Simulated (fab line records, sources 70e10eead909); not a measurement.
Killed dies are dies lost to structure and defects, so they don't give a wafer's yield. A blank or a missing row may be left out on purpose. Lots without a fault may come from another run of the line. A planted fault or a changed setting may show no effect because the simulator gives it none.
fab line records | flow nand_harc
record lots=10 wafers=30 last_day=25
route steps=1159 shown P_CONTACT@219 P_M0@261 END@1159
lots that met no fault: from a run of the same line without faults
start_h: hours from the record's first day to the start of the lot's first wafer shown | wait_h: hours since the lot's step before | " the same as in the row above | L1.1+2: a row that stands for several wafers | - no value, or no start given | * or withheld: withheld | < > ~ a bound
route shown NAME@n: a module of which the file shows steps, and the number in the route of the first | usual: mean/standard deviation of fault-free wafers | same: alike in all rows | chamber/n: place in a boat | sites: the reading at each site | _std_site: their standard deviation | _edge_site: outer sites' mean less inner sites' | radius_mm: how far each site lies from the wafer's centre | mask NAME#n: copy n | behind: the tool/chamber that last shaped the wafer | hold: why the lot was held/for how many hours/how that ended | device: the transistor (n, p or np) that didn't switch | end of line: the same wafers' tests at the end of the route | a step without rows: its recipe alone | killed: dies lost to structure and defects at the first sort, not the wafer's yield | map: a wafer's dies, x killed, . not, _ none there
set.NAME: the setting as run; set.NAME@STEP: as run at that earlier step | model.NAME: the simulator's own value behind a step, which no gauge read
steps of the route over a sample of lots; a table a step, a row a wafer
services: from which hour (start_h, from the record's first day; less than 0 if before it) a tool's chamber was out of use, for how many hours, and why
## steps
# step NHARC_P_CONTACT_CMP_01
# recipe target_thk_nm=200 material=SiO2
# usual motor_current_A=12.4/1.3
# columns lot.wafer tool chamber start_h wait_h motor_current_A
L445.4 cmp-02 2 109.19 0.4 13.2
L445.3 " 3 " " 11.7
L445.6 " 2 " " 13.0
L446.1 cmp-04 2 119.23 - 12.8
L446.4 " 0 " " 12.4
L446.6 " 2 " " 12.2
L447.2 cmp-01 2 119.69 - 10.9
L447.3 " 3 " " 14.7
L447.6 " 2 " " 10.3
L450.3 cmp-01 3 150.37 - 13.3
L450.4 " 1 " " 15.7
L450.6 " 3 " " 13.8
L453.2 cmp-04 2 157.37 - 12.6
L453.1 " 0 " " 13.2
L453.4 " 1 " " 12.0
L455.4 cmp-04 0 162.08 - 11.9
L455.3 " 2 " " 12.1
L455.6 " 0 " " 12.8
L458.1 cmp-02 3 186.93 - 11.8
L458.3 " 0 " " 13.0
L458.5 " 2 " " 13.7
L463.2 cmp-01 0 225.52 - 11.5
L463.3 " 2 " " 11.2
L463.6 " 0 " " 11.7
L466.2 cmp-01 3 236.72 - 13.5
L466.4 " 0 " " 11.7
L466.3 " 1 " " 15.5
L468.4 cmp-01 1 249.59 - 15.7
L468.6 " 2 " " 10.1
L468.5 " 3 " " 14.6
# step NHARC_P_CONTACT_ETCH_35
# recipe target_depth_a=390 over_etch_frac=0.3 time_s=65 ion_energy_ev=80 cf4_flow_sccm=150 ar_flow_sccm=0 rf_w=300 bias_w=100 chemistry=CF4
# usual bias_w=99.98/0.28 drypump_motor_current_A=5.88/0.3 mfc_ar_sccm=0.005/0.0064 oes_product_au=1.000/0.011 rf_vpp_V=151.8/0.99 showerhead_plenum_p_Torr=1.81/0.069 throttle_valve_pct=13.284/0.0095
# same over_etch_frac=0.3
# columns lot.wafer tool chamber start_h wait_h bias_w drypump_motor_current_A mfc_ar_sccm oes_product_au rf_hours_counter_h rf_vpp_V showerhead_plenum_p_Torr throttle_valve_pct
L445.3 rie_diel-02 1 110.28 0.1 99.75 6.39 0.011 0.989 11 150.9 1.74 13.290
L445.4 " 3 " " 100.28 6.05 0 1.000 7 152.6 1.87 13.284
L445.6 " 1 " " 99.84 6.41 0.011 0.997 - 151.3 1.74 13.292
L446.1 rie_diel-07 0 120.18 0.1 99.35 5.51 0 1.026 23 152.6 1.80 13.306
L446.4 " 3 " " 100.50 6.45 0 1.012 18 151.3 1.84 13.299
L446.6 " 1 " " 99.93 5.64 0.003 1.012 - 151.0 1.86 13.287
L447.2 rie_diel-13 0 120.77 0.1 99.53 5.64 0 1.010 2 151.9 1.73 13.277
L447.3 " 1 " " 99.91 5.71 0 1.006 1 152.4 1.87 13.284
L447.6 " 3 " " 100.23 6.18 0.009 1.004 - 153.0 1.89 13.275
L450.4 rie_diel-13 1 151.32 0.1 99.75 5.71 0 0.986 5 153.3 1.87 13.299
L450.3 " 0 " " 99.59 5.66 0 1.013 5 150.1 1.73 13.280
L450.6 " 1 " " 99.77 5.69 0 0.988 - 150.9 1.87 13.285
L453.2 rie_diel-13 0 158.50 0.1 99.95 5.65 0 1.008 5 150.9 1.73 13.309
L453.1 " 1 " " 99.87 5.65 0 0.997 5 151.7 1.87 13.286
L453.4 " 2 " " 99.98 5.72 0.005 0.992 5 151.4 1.76 13.283
L455.4 rie_diel-13 1 163.17 0.1 99.99 5.73 0 0.998 6 151.5 1.87 13.274
L455.3 " 0 " " 100.32 5.67 0 1.019 6 150.6 1.73 13.270
L455.6 " 2 " " 100.02 5.73 0.005 1.000 - 151.2 1.76 13.270
L458.1 rie_diel-13 1 188.01 0.1 99.94 5.68 0 0.983 9 153.5 1.87 13.297
L458.3 " 0 " " 99.54 5.64 0 1.014 9 152.4 1.73 13.291
L458.5 " 2 " " 100.23 5.67 0.005 0.991 - 151.4 1.76 13.280
L463.3 rie_diel-13 3 226.60 0.1 99.76 6.19 0.009 1.005 11 152.7 1.89 13.275
L463.2 " 0 " " 99.95 5.64 0 1.008 12 152.0 1.73 13.259
L463.6 " 2 " " 100.21 5.69 0.005 0.984 - 151.5 1.76 13.281
L466.4 rie_diel-13 2 237.81 0.1 100.11 5.70 0.005 0.984 13 151.5 1.76 13.285
L466.3 " 3 " " 99.85 6.16 0.009 0.999 12 152.7 1.89 13.281
L466.2 " 0 " " 99.95 5.66 0 1.008 13 152.4 1.73 13.291
L468.4 rie_diel-13 0 250.50 0.1 99.48 5.64 0 1.010 14 150.9 1.73 13.279
L468.5 " 2 " " 99.98 5.68 0.005 0.992 - 151.2 1.76 13.282
L468.6 " 3 " " 100.19 6.18 0.009 1.011 - 152.3 1.89 13.301
# step NHARC_P_M0_PEB_07
# recipe peb_temp_c=100 peb_time_s=65
# usual chill_plate_temp_C=22.99/0.11 heater_power_total_W=156.7/0.42 plate_temp_C=100.01/0.14
# columns lot.wafer tool chamber start_h wait_h chill_plate_temp_C heater_power_total_W plate_temp_C
L445.3 litho_track-04 0 119.04 0.0 22.83 156.2 99.89
L445.4 " 0 " " 22.92 157.1 100.14
L445.6 " 0 " " 22.95 156.3 99.81
L446.1 litho_track-01 0 128.20 0.1 23.10 157.0 100.12
L446.4 " 0 " " 23.08 156.9 100.01
L446.6 " 0 " " 22.97 157.1 100.13
L447.2 litho_track-06 0 128.71 0.1 22.87 156.8 99.94
L447.3 " 0 " " 23.10 156.0 99.85
L447.6 " 0 " " 22.89 156.8 99.93
L450.3 litho_track-06 0 156.21 0.1 22.74 156.8 100.10
L450.4 " 0 " " 22.88 156.1 100.03
L450.6 " 0 " " 22.89 157.1 100.10
L453.1 litho_track-01 0 162.47 0.1 22.99 157.2 100.04
L453.2 " 0 " " 23.09 156.0 100.12
L453.4 " 0 " " 22.92 156.0 100.11
L455.3 litho_track-04 0 171.43 0.0 22.95 157.2 100.06
L455.4 " 0 " " 23.15 156.7 100.02
L455.6 " 0 " " 23.13 156.3 99.97
L458.1 litho_track-06 0 191.96 0.1 22.85 157.1 100.04
L458.3 " 0 " " 22.88 157.1 99.92
L458.5 " 0 " " 22.87 156.6 100.09
L463.2 litho_track-01 0 232.72 0.1 22.89 165.9 104.59
L463.3 " 0 " " 23.06 166.5 104.65
L463.6 " 0 " " 22.84 167.0 104.57
L466.2 litho_track-01 0 245.66 0.1 22.97 166.6 104.73
L466.3 " 0 " " 22.95 167.0 104.76
L466.4 " 0 " " 22.93 166.1 104.69
L468.4 litho_track-06 0 254.74 0.0 23.02 157.2 100.03
L468.5 " 0 " " 23.13 157.1 100.02
L468.6 " 0 " " 23.04 156.1 100.00
# step NHARC_P_M0_CD_MEAS_09
# recipe target_cd_nm=90 landing_energy_ev=500
# usual cd_nm=90.1/0.64
# columns lot.wafer tool chamber start_h wait_h hold cd_nm
L445.3 cd_sem-03 0 119.12 - - 89.8
L445.4 " 0 " " - 90.4
L445.6 " 0 " " - 90.3
L446.1 cd_sem-03 0 128.28 - - 90.6
L446.4 " 0 " " - 90.6
L446.6 " 0 " " - 88.9
L447.2 cd_sem-01 0 128.79 - - 89.9
L447.3 " 0 " " - 90.4
L447.6 " 0 " " - 90.6
L450.3 cd_sem-03 0 156.29 - - 89.6
L450.4 " 0 " " - 89.8
L450.6 " 0 " " - 89.2
L453.1 cd_sem-01 0 162.55 - - 90.9
L453.2 " 0 " " - 91.6
L453.4 " 0 " " - 90.7
L455.3 cd_sem-02 0 171.51 - - 89.4
L455.4 " 0 " " - 90.3
L455.6 " 0 " " - 90.4
L458.1 cd_sem-02 0 192.04 - - 89.8
L458.3 " 0 " " - 90.6
L458.5 " 0 " " - 90.4
L463.2 cd_sem-03 0 232.80 - await_dispo/0.2h/release 104.5
L463.3 " 0 " " await_dispo/0.2h/release 105.6
L463.6 " 0 " " await_dispo/0.2h/release 106.4
L463.2 cd_sem-03 0 - - - 104.3
L463.3 " 0 " " - 105.7
L463.6 " 0 " " - 106.0
L466.2 cd_sem-02 0 245.74 - await_dispo/0.2h/release 102.9
L466.3 " 0 " " await_dispo/0.2h/release 102.8
L466.4 " 0 " " await_dispo/0.2h/release 102.8
L466.2 cd_sem-02 0 - - - 103.2
L466.3 " 0 " " - 102.8
L466.4 " 0 " " - 102.6
L468.4 cd_sem-02 0 254.83 - - 90.2
L468.5 " 0 " " - 90.5
L468.6 " 0 " " - 90.5
# step NHARC_P_M0_DESCUM_14
# recipe time_s=3 o2_flow_sccm=200 ar_flow_sccm=0 bias_power_w=0 chemistry=O2
# usual drypump_motor_current_A=5.7/0.32 mfc_ar_sccm=0.016/0.01 oes_product_au=0.994/0.0096 rf_vpp_V=57.9/0.92 showerhead_plenum_p_Torr=1.96/0.08 throttle_valve_pct=11.312/0.0094
# columns lot.wafer tool chamber start_h wait_h drypump_motor_current_A mfc_ar_sccm oes_product_au rf_hours_counter_h rf_vpp_V showerhead_plenum_p_Torr throttle_valve_pct
L445.4 rie_diel-01 1 119.31 0.1 5.8 0.017 0.983 9 58.8 2.01 11.320
L445.3 " 3 " " 5.1 0.027 0.986 9 57.6 2.02 11.315
L445.6 " 1 " " 5.8 0.017 0.983 - 57.7 2.01 11.319
L446.1 rie_diel-05 0 128.47 0.1 6.2 0.021 1.001 9 58.3 2.04 11.306
L446.4 " 1 " " 5.5 0.016 1.003 10 58.3 1.80 11.317
L446.6 " 0 " " 6.2 0.021 0.986 - 59.4 2.04 11.317
L447.3 rie_diel-01 1 128.97 0.1 5.8 0.017 0.990 9 58.3 2.01 11.325
L447.2 " 2 " " 5.8 0.019 0.993 9 57.2 2.01 11.323
L447.6 " 2 " " 5.8 0.019 0.979 - 58.6 2.01 11.299
L450.4 rie_diel-05 0 156.47 0.1 6.1 0.021 0.995 11 59.0 2.04 11.304
L450.3 " 3 " " 5.7 0.030 0.985 12 57.6 2.00 11.312
L450.6 " 1 " " 5.5 0.016 0.994 - 59.0 1.80 11.310
L453.2 rie_diel-05 2 162.73 0.1 6.1 0 1.013 13 58.4 1.87 11.303
L453.4 " 3 " " 5.6 0.030 0.985 13 58.8 2.00 11.303
L453.1 " 1 " " 5.5 0.016 1.007 13 56.2 1.80 11.317
L455.4 rie_diel-01 2 171.72 0.1 5.8 0.019 0.979 2 57.5 2.01 11.295
L455.3 " 3 " " 5.2 0.027 0.989 1 58.9 2.02 11.299
L455.6 " 1 " " 5.8 0.017 0.981 - 58.1 2.01 11.306
L458.1 rie_diel-05 3 192.24 0.1 5.7 0.030 0.982 1 57.4 2.00 11.320
L458.3 " 1 " " 5.5 0.016 0.994 1 56.7 1.80 11.317
L458.5 " 3 " " 5.7 0.030 0.981 - 56.4 2.00 11.312
L463.2 rie_diel-05 3 235.34 0.1 5.7 0.030 0.976 3 58.6 2.00 11.312
L463.3 " 1 " " 5.5 0.016 0.991 3 58.1 1.80 11.305
L463.6 " 3 " " 5.7 0.030 0.970 - 58.1 2.00 11.306
L466.2 rie_diel-01 0 250.14 0.2 5.6 0.021 0.990 6 58.8 1.96 11.324
L466.4 " 1 " " 5.8 0.017 0.985 7 57.8 2.01 11.325
L466.3 " 2 " " 5.9 0.019 0.998 7 57.3 2.01 11.313
L468.4 rie_diel-01 0 255.01 0.1 5.6 0.021 1.001 7 57.6 1.95 11.317
L468.5 " 3 " " 5.1 0.027 0.991 - 58.8 2.01 11.321
L468.6 " 0 " " 5.6 0.021 1.002 - 57.8 1.95 11.302
# step NHARC_END_SORT_01
# recipe temp_c=25
# usual defect_limited_yield=95.7/1.5 killed_at_array=25/9.5 killed_at_other=0.8/1.2 killed_at_periphery=3.4/2.2 killed_dies=29/10 killed_open=3.3/1.8 killed_short=2.1/1.4 sort_bin_2_pct=1.4/0.63 sort_bin_3_pct=0.22/0.2 sort_bin_4_pct=2.7/0.96 sort_n_pass=648/10 sort_rim_yield_pct=95.6/2.8 sort_yield_pct=95.7/1.5
# same gross_dies=677 sort_bin_5_pct[%]=0 sort_bin_6_pct[%]=0 sort_bin_7_pct[%]=0 sort_bin_8_pct[%]=0 sort_rim_n_gross=106.00
# columns lot.wafer tool chamber start_h wait_h defect_limited_yield[%] killed_at_array killed_at_other killed_at_periphery killed_dies killed_open killed_short sort_bin_2_pct[%] sort_bin_3_pct[%] sort_bin_4_pct[%] sort_n_pass sort_rim_yield_pct[%] sort_yield_pct[%]
L466.3 prober-01 0 585.05 3.1 95.1 27 2 4 33 5 2 1.3 0 3.5 644 97.2 95.1
L466.4 prober-01 0 585.84 3.4 97.2 16 0 3 19 6 0 1.2 0.30 1.3 658 95.3 97.2
L463.2 prober-02 0 601.57 2.8 95.0 32 0 2 34 2 5 1.8 0.74 2.5 643 99.1 95.0
L463.3 prober-02 0 602.37 3.1 95.7 29 0 0 29 2 1 1.0 0.30 3.0 648 95.3 95.7
L463.6 prober-02 0 604.79 4.0 94.4 37 1 0 38 6 1 1.5 0.30 3.8 639 95.3 94.4
# killed by level:class
L466.3 A_CHANNEL_HOLE_D1:chamber_film_flake=12 A_CONTACT:chamber_film_flake=5 A_STAIRCASE:chamber_film_flake=3 A_BLC:geometric_particle:open=2 P_M1:chamber_film_flake=2 THIN_TSV:chamber_film_flake=2 P_GATE:geometric_particle:open=1 A_SOURCE_PLATE:geometric_particle:short=1
L466.4 A_CHANNEL_HOLE_D1:chamber_film_flake=8 P_M1:chamber_film_flake=3 A_ONON_D1:geometric_particle:open=2 A_CHANNEL_FILL_D1:geometric_particle:open=1 A_CONTACT:geometric_particle:open=1 A_BLC:geometric_particle:open=1 A_M0:geometric_particle:open=1 A_STAIRCASE:chamber_film_flake=1
L463.2 A_CHANNEL_HOLE_D1:chamber_film_flake=22 P_M2:chamber_film_flake=2 A_ONON_D1:geometric_particle:short=1 A_ONON_D1:geometric_particle:open=1 A_CHANNEL_FILL_D1:geometric_particle:short=1 A_WL_FILL:geometric_particle:short=1 A_CONTACT:geometric_particle:open=1 A_CONTACT:geometric_particle:short=1
L463.3 A_CHANNEL_HOLE_D1:chamber_film_flake=15 A_STAIRCASE:chamber_film_flake=4 A_CONTACT:chamber_film_flake=4 A_SLIT:chamber_film_flake=2 A_WL_FILL:geometric_particle:short=1 A_CONTACT:geometric_particle:open=1 A_M0:geometric_particle:open=1 A_M0:chamber_film_flake=1
L463.6 A_CHANNEL_HOLE_D1:chamber_film_flake=24 A_M0:geometric_particle:open=3 A_STAIRCASE:chamber_film_flake=2 A_WL_FILL:chamber_film_flake=2 A_CONTACT:chamber_film_flake=2 A_CHANNEL_FILL_D1:geometric_particle:short=1 A_CONTACT:geometric_particle:open=1 A_BLC:geometric_particle:open=1
## services
# columns tool chamber start_h hours kind
cmp-02 - 85.83 3.3 repair
rie_diel-02 3 92.90 8.1 repair
litho_track-01 - 93.00 7.0 pm
rie_diel-13 - 99.00 9.0 pm
cmp-04 - 105.00 4.0 pm
rie_diel-07 3 112.13 6.7 repair
cmp-02 - 116.18 2.0 repair
litho_track-06 - 117.00 7.0 pm
cmp-02 - 128.50 4.0 pm
rie_diel-01 - 137.82 9.0 pm
rie_diel-05 2 138.18 5.3 repair
litho_track-04 - 141.00 7.0 pm
rie_diel-02 - 150.71 9.0 pm
rie_diel-05 - 163.60 9.0 pm
cmp-02 - 165.03 5.0 repair
rie_diel-01 - 167.47 4.0 repair
rie_diel-05 3 175.03 9.2 repair
cmp-01 - 182.75 4.0 pm
rie_diel-01 1 191.65 5.2 repair
rie_diel-13 3 200.90 8.6 repair
cmp-04 - 203.01 4.0 pm
rie_diel-01 0 209.98 2.7 repair
rie_diel-01 0 219.83 4.9 repair
cmp-02 - 226.50 4.0 pm
## key
first_sign step=NHARC_P_M0_PEB_07 reading=plate_temp_C direction=up sigmas=32 usual=* struck=*
effect step=NHARC_P_M0_PEB_07 reading=heater_power_total_W direction=up sigmas=23 usual=* struck=*
effect step=NHARC_P_M0_CD_MEAS_09 reading=visit direction=added through=control_loop
effect step=NHARC_P_M0_CD_MEAS_09 reading=cd_nm direction=up sigmas=22 usual=90.1 struck=104.2 through=control_loop
met_at NHARC_P_M0_PEB_07
struck_lots L463,L466
loop_trim step=NHARC_P_M0_EXPOSE_06 setting=dose lots=L466
not_acting_at NHARC_P_CONTACT_CMP_01,NHARC_P_CONTACT_ETCH_35,NHARC_P_M0_DESCUM_14
onset_between 162.47 232.72
fault kind=process_parameter_drift tool=litho_track-01 chamber=- onset_h=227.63 steps=NHARC_P_M0_PEB_07 channel=peb_temp_c offset=* shape=step end_h=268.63 acts_in=* stated=*
# loop_trim: a control loop set the setting to another value than it would have without faults
